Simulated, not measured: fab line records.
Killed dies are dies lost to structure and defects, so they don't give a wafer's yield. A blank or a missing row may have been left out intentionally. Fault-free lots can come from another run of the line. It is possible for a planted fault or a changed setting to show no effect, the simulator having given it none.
fab line records	flow nandHarc
record lots=24	wafers=72	lastDay=24
route steps=1159 shown A_BLC@979 A_M0@1013 A_BONDPAD@1080
lots that met no fault: taken from a fault-free run of the same line
startH: hours from the record's opening day to when the first of the lot's shown wafers began	waitH: time in hours since the lot's previous step	" as in the row above	L1.1+2: one row covering several wafers at once	- no value, or no start given	* or withheld: withheld	< > ~ a bound
route shown NAME@n: NAME is a module with steps in the file, n the number in the route of the first one	usual: mean and standard deviation over wafers with no fault	same: alike in all rows	chamber/n: place in a boat	sites: each site's reading	_std_site: standard deviation of those values	_edge_site: outer sites' mean less inner sites'	radiusMm: how far each site lies from the wafer's centre	mask NAME#n: copy n	behind: the last tool/chamber to shape the wafer	hold: what put the lot on hold/how long, in hours/how the hold closed	device: names the non-switching transistor (n, p or np)	end of line: tests of these same wafers at the route's end	a step without rows: its recipe alone	killed: count of dies lost to structure and defects at first sort (not the wafer's yield)	map: per-die view of a wafer (x killed, . not killed, _ where there is no die)
set.NAME: the run value of the setting; set.NAME@STEP: its run value at that earlier step	model.NAME: the simulator's own value behind a step, which no gauge read
route steps across a sampled set of lots; one table per step, one row per wafer
services: when a tool's chamber went out of use (startH, in hours from the record's first day, below 0 if earlier), for how many hours, and the reason
## steps
# step NHARC_A_BLC_ETCH_17
# recipe targetDepthA=3900	overEtchFrac=0.25	timeS=609.38	ionEnergyEv=200	n2FlowSccm=150	h2FlowSccm=150	arFlowSccm=0	rfW=400	biasW=150	chemistry=N2/H2
# usual drypumpMotorCurrentA=5.7/0.4	h2FlowSccm=150.0/0.42	oesProductAu=1.005/0.007	rfVppV=430.7/2.8	showerheadPlenumPTorr=2.04/0.098	throttleValvePct=14.173/0.009
lot.wafer	tool	chamber	startH	waitH	drypumpMotorCurrentA	h2FlowSccm	oesProductAu	rfHoursCounterH	rfVppV	showerheadPlenumPTorr	throttleValvePct
L075.3	rieDiel-06	2	-	-	6.3	150.0	0.999	15	432.2	2.13	14.175
L075.2	"	3	"	"	6.4	149.7	1.009	16	427.1	1.90	14.187
L075.1	"	0	"	"	5.3	150.3	1.011	15	433.9	2.17	14.160
L076.3	rieDiel-09	2	-	-	5.8	150.2	1.004	18	435.0	2.17	14.171
L076.4	"	3	"	"	5.5	150.1	0.999	17	427.9	1.92	14.176
L076.2	"	0	"	"	5.4	150.8	1.000	16	432.3	2.10	14.161
L074.1	rieDiel-09	2	-	-	5.8	149.8	1.001	18	434.1	2.17	14.181
L074.3	"	0	"	"	5.4	150.1	0.997	17	431.3	2.10	14.175
L074.5	"	2	"	"	5.8	149.8	1.000	-	433.2	2.17	14.168
L078.4	rieDiel-09	1	-	-	5.6	150.8	1.004	9	429.6	2.02	14.176
L078.5	"	0	"	"	5.4	150.4	1.012	-	433.0	2.10	14.169
L078.6	"	1	"	"	5.6	150.4	1.003	-	430.0	2.02	14.172
L077.1	rieDiel-08	0	-	-	5.6	149.8	1.003	37	430.9	2.07	14.169
L077.5	"	0	"	"	5.6	150.1	1.000	-	432.3	2.07	14.177
L077.6	"	1	"	"	5.8	150.3	0.984	-	428.2	1.96	14.170
L079.2	rieDiel-09	3	-	-	5.5	149.5	1.007	18	426.8	1.92	14.175
L079.3	"	0	"	"	5.4	149.9	1.009	17	431.2	2.10	14.165
L079.1	"	1	"	"	5.6	150.5	0.998	10	429.7	2.02	14.165
L081.4	rieDiel-09	1	-	-	5.6	150.3	1.012	1	430.0	2.02	14.173
L081.3	"	2	"	"	5.8	149.5	1.009	1	433.4	2.16	14.176
L081.1	"	0	"	"	5.4	150.0	1.003	1	432.8	2.10	14.165
L080.1	rieDiel-08	2	-	-	6.3	150.2	1.010	46	431.7	2.13	14.150
L080.5	"	2	"	"	6.3	150.3	1.013	-	432.7	2.13	14.180
L080.4	"	3	"	"	5.0	150.4	1.001	-	428.2	1.92	14.192
L083.4	rieDiel-06	3	-	-	6.4	149.8	1.000	2	425.1	1.90	14.187
L083.3	"	2	"	"	6.3	150.9	0.986	2	433.9	2.13	14.176
L083.6	"	0	"	"	5.3	150.5	1.011	-	434.1	2.16	14.157
L082.4	rieDiel-06	0	-	-	5.3	149.5	1.008	3	433.6	2.16	14.177
L082.3	"	1	"	"	5.6	149.8	1.004	3	431.7	2.04	14.168
L082.6	"	3	"	"	6.5	149.9	1.012	-	426.2	1.89	14.176
L084.1	rieDiel-06	3	-	-	6.5	149.9	1.004	5	427.9	1.89	14.167
L084.5	"	3	"	"	6.5	150.5	0.994	-	427.1	1.89	14.171
L084.6	"	0	"	"	5.3	150.4	0.999	-	435.3	2.16	14.156
L087.3	rieDiel-06	3	-	-	6.5	149.0	1.004	5	426.0	1.89	14.174
L087.4	"	0	"	"	5.3	149.3	1.013	5	434.4	2.16	14.183
L087.5	"	3	"	"	6.5	149.6	1.007	-	425.4	1.89	14.171
L088.2	rieDiel-09	2	-	-	5.8	150.2	1.013	5	432.9	2.16	14.149
L088.4	"	0	"	"	5.4	149.2	1.002	-	432.0	2.10	14.175
L088.6	"	2	"	"	5.8	149.4	0.992	-	433.3	2.16	14.182
L086.1	rieDiel-09	0	-	-	5.4	149.7	1.003	5	433.1	2.10	14.182
L086.4	"	2	"	"	5.8	149.4	1.004	5	433.6	2.16	14.171
L086.6	"	3	"	"	5.5	150.1	1.002	-	427.9	1.92	14.189
L091.1	rieDiel-09	3	-	-	5.5	150.1	1.010	6	429.1	1.92	14.160
L091.5	"	3	"	"	5.5	150.1	1.008	-	429.0	1.92	14.174
L091.6	"	0	"	"	5.4	149.5	1.015	-	430.7	2.09	14.166
L085.2	rieDiel-09	1	-	-	5.6	150.2	1.009	5	429.7	2.02	14.159
L085.4	"	2	"	"	5.8	150.1	0.998	7	434.6	2.16	14.182
L085.6	"	1	"	"	5.6	149.8	1.011	-	429.1	2.02	14.181
L089.1	rieDiel-06	3	-	-	6.5	149.3	1.000	8	425.9	1.89	14.179
L089.4	"	0	"	"	5.3	150.1	1.005	8	434.1	2.16	14.165
L089.2	"	1	"	"	5.7	150.4	1.009	7	430.8	2.04	14.178
L090.2	rieDiel-09	3	-	-	5.5	150.2	1.001	8	429.1	1.92	14.162
L090.1	"	0	"	"	5.4	150.3	1.007	8	431.8	2.10	14.181
L090.6	"	0	"	"	5.4	150.6	1.007	-	432.9	2.09	14.169
L093.2	rieDiel-06	1	-	-	5.7	150.5	0.998	7	429.4	2.04	14.160
L093.1	"	2	"	"	6.2	150.2	0.996	7	433.0	2.13	14.180
L093.3	"	0	"	"	5.3	149.6	0.997	8	433.3	2.16	14.150
L092.2	rieDiel-09	0	-	-	5.4	150.3	1.008	8	432.6	2.09	14.164
L092.3	"	1	"	"	5.7	150.3	1.015	6	430.1	2.02	14.174
L092.4	"	2	"	"	5.8	150.4	1.014	7	434.7	2.16	14.180
L094.2	rieDiel-06	3	-	-	6.5	150.8	1.014	9	427.0	1.89	14.179
L094.1	"	1	"	"	5.7	149.8	1.017	8	430.7	2.04	14.173
L094.6	"	1	"	"	5.7	150.3	1.007	-	431.2	2.04	14.177
L095.3	rieDiel-09	2	-	-	5.8	149.3	1.005	9	433.8	2.16	14.167
L095.2	"	3	"	"	5.5	149.4	1.003	10	426.5	1.92	14.160
L095.1	"	0	"	"	5.4	150.0	0.999	10	432.5	2.09	14.175
L097.4	rieDiel-06	3	-	-	6.5	150.0	1.012	11	425.9	1.89	14.181
L097.3	"	2	"	"	6.2	149.8	1.002	9	432.1	2.12	14.183
L097.6	"	0	"	"	5.3	150.7	1.023	-	433.9	2.16	14.163
L096.2	rieDiel-08	2	-	-	6.3	150.4	1.004	11	433.0	2.13	14.154
L096.5	"	1	"	"	5.7	149.7	0.995	-	427.6	1.95	14.173
L096.6	"	2	"	"	6.3	150.2	1.001	-	431.6	2.13	14.183
# step NHARC_A_BLC_CD_MEAS_19
# usual cdNm=99.7/1.8
lot.wafer	tool	chamber	startH	waitH	cdNm
L075.1	cdSem-03	-	413.62	-	98.4
L075.2	"	-	"	"	97.7
L075.3	"	-	"	"	98.7
L076.2	cdSem-02	-	415.56	-	102.0
L076.3	"	-	"	"	101.0
L076.4	"	-	"	"	100.1
L074.1	cdSem-03	-	417.33	-	100.6
L074.3	"	-	"	"	103.1
L074.5	"	-	"	"	100.6
L078.4	cdSem-02	-	418.64	-	101.5
L078.5	"	-	"	"	102.7
L078.6	"	-	"	"	100.6
L077.1	cdSem-02	-	419.54	-	102.4
L077.5	"	-	"	"	99.1
L077.6	"	-	"	"	100.1
L079.1	cdSem-02	-	421.72	-	101.9
L079.2	"	-	"	"	100.6
L079.3	"	-	"	"	103.8
L081.1	cdSem-02	-	445.17	-	96.9
L081.3	"	-	"	"	98.1
L081.4	"	-	"	"	99.8
L080.1	cdSem-01	-	445.62	-	100.8
L080.4	"	-	"	"	101.8
L080.5	"	-	"	"	99.4
L083.3	cdSem-03	-	449.50	-	99.2
L083.4	"	-	"	"	98.3
L083.6	"	-	"	"	98.1
L082.3	cdSem-01	-	455.69	-	97.8
L082.4	"	-	"	"	99.6
L082.6	"	-	"	"	95.0
L084.1	cdSem-03	-	483.05	-	98.0
L084.5	"	-	"	"	99.1
L084.6	"	-	"	"	99.8
L087.3	cdSem-02	-	484.19	-	96.3
L087.4	"	-	"	"	98.3
L087.5	"	-	"	"	99.6
L088.2	cdSem-03	-	486.91	-	99.6
L088.4	"	-	"	"	99.0
L088.6	"	-	"	"	101.3
L086.1	cdSem-01	-	495.62	-	99.9
L086.4	"	-	"	"	98.7
L086.6	"	-	"	"	99.4
L091.1	cdSem-01	-	501.48	-	102.6
L091.5	"	-	"	"	102.4
L091.6	"	-	"	"	101.2
L085.2	cdSem-03	-	509.13	-	100.1
L085.4	"	-	"	"	99.0
L085.6	"	-	"	"	101.3
L089.1	cdSem-02	-	509.97	-	96.9
L089.2	"	-	"	"	96.3
L089.4	"	-	"	"	99.8
L090.1	cdSem-02	-	510.58	-	100.8
L090.2	"	-	"	"	101.7
L090.6	"	-	"	"	102.2
L093.1	cdSem-01	-	510.80	-	97.8
L093.2	"	-	"	"	98.0
L093.3	"	-	"	"	102.0
L092.2	cdSem-03	-	511.43	-	99.4
L092.3	"	-	"	"	99.9
L092.4	"	-	"	"	102.4
L094.1	cdSem-02	-	517.87	-	98.2
L094.2	"	-	"	"	98.0
L094.6	"	-	"	"	97.3
L095.1	cdSem-02	-	522.53	-	100.0
L095.2	"	-	"	"	98.9
L095.3	"	-	"	"	100.2
L097.3	cdSem-02	-	522.76	-	100.5
L097.4	"	-	"	"	102.5
L097.6	"	-	"	"	100.9
L096.2	cdSem-01	-	526.30	-	100.5
L096.5	"	-	"	"	100.3
L096.6	"	-	"	"	99.2
# step NHARC_A_BLC_DEGAS_30
# recipe tempC=300	timeS=60
# usual heaterPowerW=449/36
lot.wafer	tool	chamber	startH	waitH	heaterPowerW
L075.3	pvdSputter-01	-	414.22	-	515
L075.1	"	-	"	"	454
L075.2	"	-	"	"	420
L076.4	pvdSputter-01	-	416.16	-	506
L076.3	"	-	"	"	455
L076.2	"	-	"	"	410
L074.1	pvdSputter-02	-	417.95	-	530
L074.3	"	-	"	"	490
L074.5	"	-	"	"	524
L078.4	pvdSputter-02	-	419.25	-	478
L078.6	"	-	"	"	458
L078.5	"	-	"	"	411
L077.1	pvdSputter-01	-	420.15	-	418
L077.6	"	-	"	"	416
L077.5	"	-	"	"	426
L079.3	pvdSputter-03	-	422.32	-	428
L079.1	"	-	"	"	430
L079.2	"	-	"	"	473
L081.1	pvdSputter-03	-	445.78	-	409
L081.4	"	-	"	"	426
L081.3	"	-	"	"	475
L080.1	pvdSputter-03	-	446.23	-	421
L080.4	"	-	"	"	421
L080.5	"	-	"	"	420
L083.3	pvdSputter-02	-	450.11	-	532
L083.4	"	-	"	"	484
L083.6	"	-	"	"	474
L082.3	pvdSputter-03	-	456.28	-	409
L082.4	"	-	"	"	429
L082.6	"	-	"	"	402
L084.1	pvdSputter-02	-	483.68	-	486
L084.6	"	-	"	"	510
L084.5	"	-	"	"	467
L087.3	pvdSputter-03	-	484.79	-	459
L087.4	"	-	"	"	428
L087.5	"	-	"	"	446
L088.2	pvdSputter-02	-	487.51	-	459
L088.4	"	-	"	"	410
L088.6	"	-	"	"	467
L086.1	pvdSputter-03	-	496.23	-	451
L086.4	"	-	"	"	416
L086.6	"	-	"	"	457
L091.1	pvdSputter-01	-	502.11	-	411
L091.5	"	-	"	"	418
L091.6	"	-	"	"	421
L085.2	pvdSputter-03	-	509.73	-	451
L085.4	"	-	"	"	402
L085.6	"	-	"	"	422
L089.4	pvdSputter-03	-	510.58	-	450
L089.2	"	-	"	"	420
L089.1	"	-	"	"	416
L090.2	pvdSputter-01	-	511.19	-	401
L090.1	"	-	"	"	525
L090.6	"	-	"	"	424
L093.1	pvdSputter-03	-	511.41	-	453
L093.2	"	-	"	"	422
L093.3	"	-	"	"	453
L092.2	pvdSputter-01	-	512.04	-	410
L092.4	"	-	"	"	413
L092.3	"	-	"	"	508
L094.1	pvdSputter-02	-	518.58	-	491
L094.2	"	-	"	"	406
L094.6	"	-	"	"	454
L095.3	pvdSputter-02	-	523.14	-	489
L095.1	"	-	"	"	467
L095.2	"	-	"	"	413
L097.3	pvdSputter-03	-	523.42	-	420
L097.4	"	-	"	"	447
L097.6	"	-	"	"	415
L096.2	pvdSputter-03	-	526.92	-	421
L096.6	"	-	"	"	447
L096.5	"	-	"	"	454
# step NHARC_A_M0_DEGAS_28
# recipe tempC=250	timeS=60
# usual heaterPowerW=324/27
lot.wafer	tool	chamber	startH	waitH	heaterPowerW
L075.3	pvdSputter-01	-	427.99	-	303
L075.2	"	-	"	"	297
L075.1	"	-	"	"	374
L076.2	pvdSputter-02	-	428.86	-	332
L076.4	"	-	"	"	289
L076.3	"	-	"	"	379
L074.3	pvdSputter-02	-	429.48	-	326
L074.1	"	-	"	"	290
L074.5	"	-	"	"	353
L078.4	pvdSputter-01	-	429.72	-	374
L078.6	"	-	"	"	366
L078.5	"	-	"	"	330
L077.1	pvdSputter-02	-	430.06	-	376
L077.5	"	-	"	"	349
L077.6	"	-	"	"	333
L079.3	pvdSputter-01	-	433.23	-	321
L079.2	"	-	"	"	299
L079.1	"	-	"	"	358
L081.4	pvdSputter-01	-	449.19	-	302
L081.1	"	-	"	"	375
L081.3	"	-	"	"	297
L080.1	pvdSputter-02	-	454.74	-	372
L080.4	"	-	"	"	355
L080.5	"	-	"	"	288
L083.4	pvdSputter-01	-	460.83	-	294
L083.3	"	-	"	"	365
L083.6	"	-	"	"	294
L082.3	pvdSputter-01	-	474.19	-	321
L082.4	"	-	"	"	293
L082.6	"	-	"	"	320
L084.1	pvdSputter-01	-	487.78	-	300
L084.5	"	-	"	"	368
L084.6	"	-	"	"	329
L087.3	pvdSputter-03	-	488.61	-	306
L087.4	"	-	"	"	300
L087.5	"	-	"	"	294
L088.2	pvdSputter-01	-	491.06	-	367
L088.4	"	-	"	"	294
L088.6	"	-	"	"	325
L086.1	pvdSputter-03	-	502.55	-	312
L086.4	"	-	"	"	306
L086.6	"	-	"	"	306
L091.1	pvdSputter-01	-	510.34	-	297
L091.6	"	-	"	"	376
L091.5	"	-	"	"	327
L085.2	pvdSputter-02	-	513.00	-	336
L085.4	"	-	"	"	384
L085.6	"	-	"	"	344
L089.2	pvdSputter-03	-	514.26	-	322
L089.4	"	-	"	"	292
L089.1	"	-	"	"	329
L090.1	pvdSputter-03	-	515.06	-	297
L090.2	"	-	"	"	315
L090.6	"	-	"	"	325
L093.1	pvdSputter-02	-	515.90	-	373
L093.2	"	-	"	"	349
L093.3	"	-	"	"	328
L092.3	pvdSputter-03	-	516.08	-	329
L092.2	"	-	"	"	301
L092.4	"	-	"	"	321
L094.2	pvdSputter-03	-	522.32	-	328
L094.1	"	-	"	"	301
L094.6	"	-	"	"	309
L097.3	pvdSputter-01	-	527.34	-	296
L097.4	"	-	"	"	368
L097.6	"	-	"	"	297
L095.2	pvdSputter-03	-	527.66	-	308
L095.3	"	-	"	"	312
L095.1	"	-	"	"	329
L096.2	pvdSputter-01	-	534.87	-	363
L096.6	"	-	"	"	376
L096.5	"	-	"	"	303
# step NHARC_A_M0_PVD_21
# recipe targetThkA=300	chamberPressurePa=5	powerW=5000	substrateTempC=30	timeS=20.49	material=Cu
# usual throttleValvePct=30.3/0.88
lot.wafer	tool	chamber	startH	waitH	throttleValvePct
L075.2	pvdSputter-01	-	-	-	29.8
L075.1	"	-	"	"	30.7
L075.3	"	-	"	"	30.6
L076.2	pvdSputter-02	-	-	-	30.0
L076.3	"	-	"	"	31.5
L076.4	"	-	"	"	29.7
L074.3	pvdSputter-02	-	-	-	28.5
L074.1	"	-	"	"	30.4
L074.5	"	-	"	"	29.6
L078.4	pvdSputter-01	-	-	-	30.9
L078.5	"	-	"	"	30.2
L078.6	"	-	"	"	30.5
L077.1	pvdSputter-02	-	-	-	29.8
L077.6	"	-	"	"	30.0
L077.5	"	-	"	"	30.3
L079.2	pvdSputter-01	-	-	-	30.4
L079.3	"	-	"	"	30.4
L079.1	"	-	"	"	30.8
L081.4	pvdSputter-01	-	-	-	30.2
L081.1	"	-	"	"	30.6
L081.3	"	-	"	"	30.2
L080.1	pvdSputter-02	-	-	-	31.7
L080.4	"	-	"	"	28.5
L080.5	"	-	"	"	28.3
L083.4	pvdSputter-01	-	-	-	30.3
L083.3	"	-	"	"	30.2
L083.6	"	-	"	"	30.3
L082.4	pvdSputter-01	-	-	-	30.3
L082.3	"	-	"	"	30.6
L082.6	"	-	"	"	30.1
L084.1	pvdSputter-01	-	-	-	30.5
L084.5	"	-	"	"	30.2
L084.6	"	-	"	"	30.0
L087.3	pvdSputter-03	-	-	-	29.1
L087.4	"	-	"	"	29.5
L087.5	"	-	"	"	31.9
L088.4	pvdSputter-01	-	-	-	30.7
L088.2	"	-	"	"	30.0
L088.6	"	-	"	"	30.6
L086.1	pvdSputter-03	-	-	-	28.7
L086.4	"	-	"	"	30.1
L086.6	"	-	"	"	31.8
L091.1	pvdSputter-01	-	-	-	30.2
L091.5	"	-	"	"	30.7
L091.6	"	-	"	"	30.2
L085.2	pvdSputter-02	-	-	-	31.6
L085.4	"	-	"	"	30.3
L085.6	"	-	"	"	31.6
L089.4	pvdSputter-03	-	-	-	30.3
L089.1	"	-	"	"	31.6
L089.2	"	-	"	"	29.3
L090.1	pvdSputter-03	-	-	-	29.5
L090.2	"	-	"	"	29.0
L090.6	"	-	"	"	29.5
L093.2	pvdSputter-02	-	-	-	31.8
L093.1	"	-	"	"	28.0
L093.3	"	-	"	"	30.0
L092.4	pvdSputter-03	-	-	-	30.1
L092.2	"	-	"	"	31.6
L092.3	"	-	"	"	29.6
L094.1	pvdSputter-03	-	-	-	29.4
L094.2	"	-	"	"	32.0
L094.6	"	-	"	"	29.2
L097.4	pvdSputter-01	-	-	-	31.5
L097.3	"	-	"	"	31.2
L097.6	"	-	"	"	29.8
L095.2	pvdSputter-03	-	-	-	30.2
L095.1	"	-	"	"	31.9
L095.3	"	-	"	"	28.8
L096.2	pvdSputter-01	-	-	-	31.0
L096.6	"	-	"	"	31.1
L096.5	"	-	"	"	30.2
# step NHARC_A_BONDPAD_ETCH_24
# recipe targetDepthA=300	overEtchFrac=0.3	timeS=72.99	ionEnergyEv=150	cf4FlowSccm=50	n2FlowSccm=100	arFlowSccm=150	rfW=300	biasW=100	chemistry=CF4/N2
# usual drypumpMotorCurrentA=5.8/0.59	oesProductAu=1.001/0.0064	rfVppV=314.3/1.7	showerheadPlenumPTorr=2.64/0.086	throttleValvePct=19.795/0.0092
lot.wafer	tool	chamber	startH	waitH	drypumpMotorCurrentA	oesProductAu	rfHoursCounterH	rfVppV	showerheadPlenumPTorr	throttleValvePct
L075.2	rieDiel-04	1	-	-	5.0	0.997	5	313.8	2.62	19.791
L075.3	"	2	"	"	6.7	0.998	5	314.4	2.72	19.795
L075.1	"	3	"	"	5.6	1.003	5	314.7	2.65	19.787
L076.3	rieDiel-04	2	-	-	6.7	1.002	5	314.4	2.72	19.795
L076.2	"	3	"	"	5.6	0.996	5	314.3	2.65	19.798
L076.4	"	1	"	"	5.1	0.994	5	314.6	2.62	19.783
L074.3	rieDiel-13	1	-	-	6.4	1.007	53	310.0	2.43	19.808
L074.1	"	0	"	"	5.4	1.008	54	312.2	2.51	19.797
L074.5	"	1	"	"	6.4	1.006	-	310.5	2.43	19.790
L078.4	rieDiel-05	3	-	-	5.0	0.992	14	313.2	2.59	19.803
L078.5	"	0	"	"	5.8	0.990	-	312.7	2.56	19.786
L078.6	"	1	"	"	6.1	1.006	-	313.4	2.52	19.787
L077.1	rieDiel-04	0	-	-	6.0	0.991	5	314.9	2.62	19.782
L077.5	"	0	"	"	6.0	0.985	-	313.5	2.62	19.798
L077.6	"	1	"	"	5.0	0.994	-	314.6	2.62	19.803
L079.1	rieDiel-04	3	-	-	5.5	1.002	6	315.3	2.65	19.792
L079.3	"	1	"	"	5.1	1.000	5	313.8	2.62	19.793
L079.2	"	2	"	"	6.7	0.995	6	317.5	2.72	19.801
L081.3	rieDiel-04	3	458.60	0.2	5.5	0.999	6	313.5	2.65	19.794
L081.1	"	0	"	"	6.1	0.999	6	314.0	2.62	19.788
L081.4	"	3	"	"	5.6	1.004	-	315.5	2.65	19.800
L080.1	rieDiel-04	0	-	-	6.0	1.003	6	315.4	2.62	19.794
L080.4	"	3	"	"	5.6	1.000	6	314.5	2.65	19.789
L080.5	"	0	"	"	6.0	1.000	-	315.3	2.62	19.800
L083.4	rieDiel-13	1	-	-	6.4	0.994	5	316.1	2.84	19.783
L083.3	"	0	"	"	5.4	0.998	5	311.9	2.51	19.784
L083.6	"	1	"	"	6.4	1.003	-	317.5	2.83	19.818
L082.3	rieDiel-05	1	-	-	6.1	1.000	22	312.9	2.51	19.793
L082.4	"	2	"	"	4.8	0.995	22	313.8	2.61	19.798
L082.6	"	2	"	"	4.8	0.996	-	315.2	2.61	19.810
L084.1	rieDiel-04	2	-	-	6.7	1.005	1	315.6	2.71	19.787
L084.6	"	2	"	"	6.7	0.996	-	314.8	2.71	19.798
L084.5	"	3	"	"	5.6	1.009	-	314.2	2.65	19.794
L087.4	rieDiel-04	1	-	-	5.1	0.998	1	313.5	2.62	19.784
L087.3	"	3	"	"	5.5	0.998	1	316.0	2.65	19.794
L087.5	"	1	"	"	5.1	1.007	-	313.6	2.62	19.810
L088.2	rieDiel-04	2	-	-	6.7	1.001	1	315.8	2.71	19.792
L088.4	"	1	"	"	5.1	1.010	1	314.6	2.62	19.807
L088.6	"	3	"	"	5.5	1.001	-	314.4	2.65	19.792
L086.1	rieDiel-05	1	-	-	6.1	1.004	30	312.9	2.51	19.802
L086.4	"	3	"	"	5.0	1.008	27	314.6	2.59	19.799
L086.6	"	1	"	"	6.1	1.004	-	311.8	2.51	19.797
L091.1	rieDiel-04	0	-	-	6.1	1.004	2	313.5	2.62	19.787
L091.5	"	2	"	"	6.6	0.993	-	316.0	2.71	19.799
L091.6	"	3	"	"	5.6	0.997	-	314.2	2.65	19.820
L085.4	rieDiel-13	0	-	-	5.4	0.999	21	312.2	2.50	19.788
L085.2	"	2	"	"	6.3	1.005	22	312.8	2.53	19.788
L085.6	"	1	"	"	6.5	0.988	-	317.4	2.83	19.789
L089.2	rieDiel-13	0	-	-	5.4	0.997	22	312.9	2.50	19.798
L089.1	"	1	"	"	6.5	0.995	23	318.1	2.83	19.796
L089.4	"	2	"	"	6.3	1.005	23	312.3	2.53	19.796
L090.1	rieDiel-04	0	-	-	6.1	1.011	2	313.9	2.62	19.781
L090.2	"	3	"	"	5.5	0.999	2	314.3	2.65	19.799
L090.6	"	0	"	"	6.1	1.009	-	315.2	2.62	19.795
L093.2	rieDiel-13	1	-	-	6.5	1.003	23	318.0	2.83	19.801
L093.1	"	2	"	"	6.3	1.001	23	312.3	2.53	19.814
L093.3	"	0	"	"	5.4	0.999	22	312.3	2.50	19.799
L092.2	rieDiel-04	0	-	-	6.1	1.012	2	313.9	2.62	19.785
L092.3	"	2	"	"	6.7	1.001	2	316.0	2.71	19.796
L092.4	"	3	"	"	5.5	1.008	2	313.9	2.65	19.790
L094.2	rieDiel-04	3	530.74	0.1	5.5	1.012	3	315.0	2.65	19.789
L094.1	"	2	"	"	6.7	1.005	3	314.2	2.71	19.801
L094.6	"	2	"	"	6.6	0.995	-	316.5	2.71	19.793
L097.3	rieDiel-04	0	535.83	0.1	6.0	1.007	3	313.7	2.62	19.815
L097.6	"	0	"	"	6.0	1.019	-	312.8	2.62	19.807
L097.4	"	2	"	"	6.7	0.998	-	316.3	2.71	19.803
L095.2	rieDiel-04	2	536.30	0.1	6.6	0.999	3	316.0	2.71	19.793
L095.1	"	3	"	"	5.6	1.005	3	314.3	2.65	19.798
L095.3	"	0	"	"	6.0	1.016	3	314.9	2.62	19.784
L096.2	rieDiel-04	3	-	-	5.5	1.002	3	313.9	2.65	19.801
L096.6	"	1	"	"	5.1	1.002	-	315.3	2.62	19.818
L096.5	"	2	"	"	6.7	1.010	-	315.9	2.71	19.788
## services
tool	chamber	startH	hours	kind
pvdSputter-02	-	392.00	10.0	pm
rieDiel-04	0	395.90	-	clean
rieDiel-04	1	395.90	-	clean
rieDiel-04	2	395.90	-	clean
rieDiel-04	3	395.90	-	clean
rieDiel-06	-	418.20	9.0	pm
rieDiel-09	-	431.12	9.0	pm
rieDiel-08	0	436.60	20.0	repair
rieDiel-13	-	453.21	9.0	pm
rieDiel-04	2	455.44	6.3	repair
pvdSputter-03	-	458.04	10.0	pm
rieDiel-05	-	458.16	1.0	repair
rieDiel-04	-	465.90	9.0	pm
rieDiel-09	1	475.96	10.1	repair
rieDiel-08	-	479.16	9.0	pm
rieDiel-06	2	487.02	4.5	repair
rieDiel-05	3	501.35	4.8	repair
rieDiel-06	0	513.52	5.1	repair
pvdSputter-01	-	514.04	10.0	pm
rieDiel-05	-	517.62	9.0	pm
pvdSputter-02	-	525.97	4.2	repair
rieDiel-04	1	526.34	10.0	repair
rieDiel-08	0	528.65	2.9	repair
rieDiel-06	1	537.61	8.0	repair
## key
fault none
